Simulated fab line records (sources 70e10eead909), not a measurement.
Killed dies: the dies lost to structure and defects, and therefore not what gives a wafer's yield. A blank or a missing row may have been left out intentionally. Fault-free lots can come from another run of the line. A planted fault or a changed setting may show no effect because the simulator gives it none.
Matching of chambers / flow nand-harc / rie-si-06 running NHARC_A_DECK1_JOINT_ETCHBACK_00: 4 sister chambers
The step etches the open film in HBr, target depth 30 nm, time 17.4 s. 8 wafers are shown with their chamber, then 7 later ones without.

WAFERS PAIRED WITH THEIR CHAMBERS
wafer=L389.1; chamber=3; throttle-valve-pct (%)=23.273; oes-product-au (a.u.)=1.005
wafer=L389.5; chamber=0; throttle-valve-pct (%)=23.272; oes-product-au (a.u.)=1.002
wafer=L392.5; chamber=0; throttle-valve-pct (%)=23.264; oes-product-au (a.u.)=0.985
wafer=L392.6; chamber=3; throttle-valve-pct (%)=23.275; oes-product-au (a.u.)=1.005
wafer=L398.1; chamber=1; throttle-valve-pct (%)=23.279; oes-product-au (a.u.)=1.000
wafer=L398.4; chamber=1; throttle-valve-pct (%)=23.263; oes-product-au (a.u.)=0.994
wafer=L399.2; chamber=2; throttle-valve-pct (%)=23.259; oes-product-au (a.u.)=0.999
wafer=L399.5; chamber=2; throttle-valve-pct (%)=23.272; oes-product-au (a.u.)=0.987

WAFERS WITH NO CHAMBER GIVEN
wafer=L399.6; throttle-valve-pct (%)=23.264; oes-product-au (a.u.)=1.004
wafer=L408.1; throttle-valve-pct (%)=23.268; oes-product-au (a.u.)=0.998
wafer=L408.4; throttle-valve-pct (%)=23.269; oes-product-au (a.u.)=0.989
wafer=L408.6; throttle-valve-pct (%)=23.261; oes-product-au (a.u.)=0.997
wafer=L410.2; throttle-valve-pct (%)=23.267; oes-product-au (a.u.)=0.988
wafer=L410.4; throttle-valve-pct (%)=23.256; oes-product-au (a.u.)=0.999
wafer=L410.6; throttle-valve-pct (%)=23.277; oes-product-au (a.u.)=0.984

THE CHAMBER EACH PASSED THROUGH
wafer=L399.6; from the rows above=can't be placed: 1 or 3 or 2 or 0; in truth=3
wafer=L408.1; from the rows above=can't be placed: 1 or 0 or 2 or 3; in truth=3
wafer=L408.4; from the rows above=can't be placed: 0 or 2 or 1 or 3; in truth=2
wafer=L408.6; from the rows above=can't be placed: 2 or 0 or 1 or 3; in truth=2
wafer=L410.2; from the rows above=can't be placed: 2 or 0 or 1 or 3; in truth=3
wafer=L410.4; from the rows above=can't be placed: 2 or 0 or 1 or 3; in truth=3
wafer=L410.6; from the rows above=can't be placed: 0 or 1 or 2 or 3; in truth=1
0 of 7 placed correctly. Unplaceable from these rows: 7, with the true chamber sitting among the candidates in 7. 0 placed wrongly.
How it was worked out, from the rows above alone: a wafer's distance from a chamber is the root of the sum, over the readings, of the square of ((its reading less the chamber's mean) divided by the reading's scatter). The wafer belongs to the nearest chamber; if the next one is less than 2 further off, it can't be placed. The mean given for a chamber averages the wafers shown for that chamber. The scatter: the root of (the sum of the squares of (reading less its chamber's mean) over the shown wafers, divided by (wafers less chambers)).
